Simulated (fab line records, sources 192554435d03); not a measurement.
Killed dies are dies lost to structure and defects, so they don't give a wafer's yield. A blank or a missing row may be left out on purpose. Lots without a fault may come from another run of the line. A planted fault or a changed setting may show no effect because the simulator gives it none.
Chamber matching | flow n5_finfet | N5_DUMMY_GATE_ETCH_44 on rie_si-06: 4 sister chambers
The step etches poly-Si in HBr/O2, stops on SiO2, target depth 127.5 nm. 18 wafers are shown with their chamber, then 9 later ones without.

WAFERS WITH THEIR CHAMBER
wafer  | chamber | drypump_motor_current_A (A) | throttle_valve_pct (%) | he_backside_leak_sccm (sccm)
L074.2 | 3       | 6.2                         | 18.28                  | 2.65
L074.3 | 1       | 5.3                         | 18.96                  | 3.26
L074.5 | 3       | 6.2                         | 18.29                  | 2.76
L075.1 | 2       | 5.2                         | 18.42                  | 3.12
L075.2 | 1       | 5.4                         | 18.98                  | 3.28
L075.6 | 3       | 6.2                         | 18.28                  | 2.77
L077.1 | 3       | 6.2                         | 18.30                  | 2.71
L077.4 | 0       | 5.9                         | 18.32                  | 2.85
L077.5 | 1       | 5.4                         | 18.97                  | 3.30
L080.2 | 2       | 5.2                         | 18.42                  | 3.00
L080.5 | 3       | 6.2                         | 18.29                  | 2.71
L080.6 | 0       | 5.9                         | 18.32                  | 2.44
L083.1 | 3       | 6.2                         | 18.28                  | 2.89
L083.4 | 0       | 5.9                         | 18.32                  | 2.41
L083.5 | 3       | 6.2                         | 18.29                  | 2.79
L093.2 | 0       | 5.9                         | 18.31                  | 2.61
L093.3 | 2       | 5.2                         | 18.39                  | 3.15
L093.5 | 2       | 5.2                         | 18.43                  | 3.16

SIGNATURES (means of the wafers above)
reading                 | chamber 0 | chamber 1 | chamber 2 | chamber 3 | scatter within a chamber
drypump_motor_current_A | 5.900     | 5.367     | 5.200     | 6.200     | 0.0218
throttle_valve_pct      | 18.3175   | 18.9700   | 18.4150   | 18.2871   | 0.0104
he_backside_leak_sccm   | 2.5775    | 3.2800    | 3.1075    | 2.7543    | 0.112
Rule: a wafer's distance from a chamber is the root of the sum, over the readings, of the square of ((its reading less the chamber's mean) divided by the reading's scatter). The wafer belongs to the nearest chamber; if the next one is less than 2 further off, it can't be placed. The scatter: the root of (the sum of the squares of (reading less its chamber's mean) over the shown wafers, divided by (wafers less chambers)).

WAFERS WITHOUT THEIR CHAMBER
wafer  | drypump_motor_current_A (A) | throttle_valve_pct (%) | he_backside_leak_sccm (sccm)
L094.1 | 5.9                         | 18.31                  | 2.74
L094.2 | 5.4                         | 18.78                  | 2.94
L094.3 | 5.2                         | 18.42                  | 3.12
L095.1 | 5.2                         | 18.40                  | 3.15
L095.3 | 5.9                         | 18.30                  | 2.63
L095.5 | 5.3                         | 18.79                  | 2.81
L097.1 | 5.2                         | 18.41                  | 3.18
L097.3 | 5.4                         | 18.77                  | 3.02
L097.5 | 5.3                         | 18.78                  | 2.97

WHICH CHAMBER EACH WENT THROUGH
wafer  | from the rows above | in truth
L094.1 | 0                   | 0
L094.2 | 1                   | 1
L094.3 | 2                   | 2
L095.1 | 2                   | 2
L095.3 | 0                   | 0
L095.5 | 1                   | 1
L097.1 | 2                   | 2
L097.3 | 1                   | 1
L097.5 | 1                   | 1
Placed correctly: 9 of 9. Can't be placed from these rows: 0. Placed wrongly: 0.
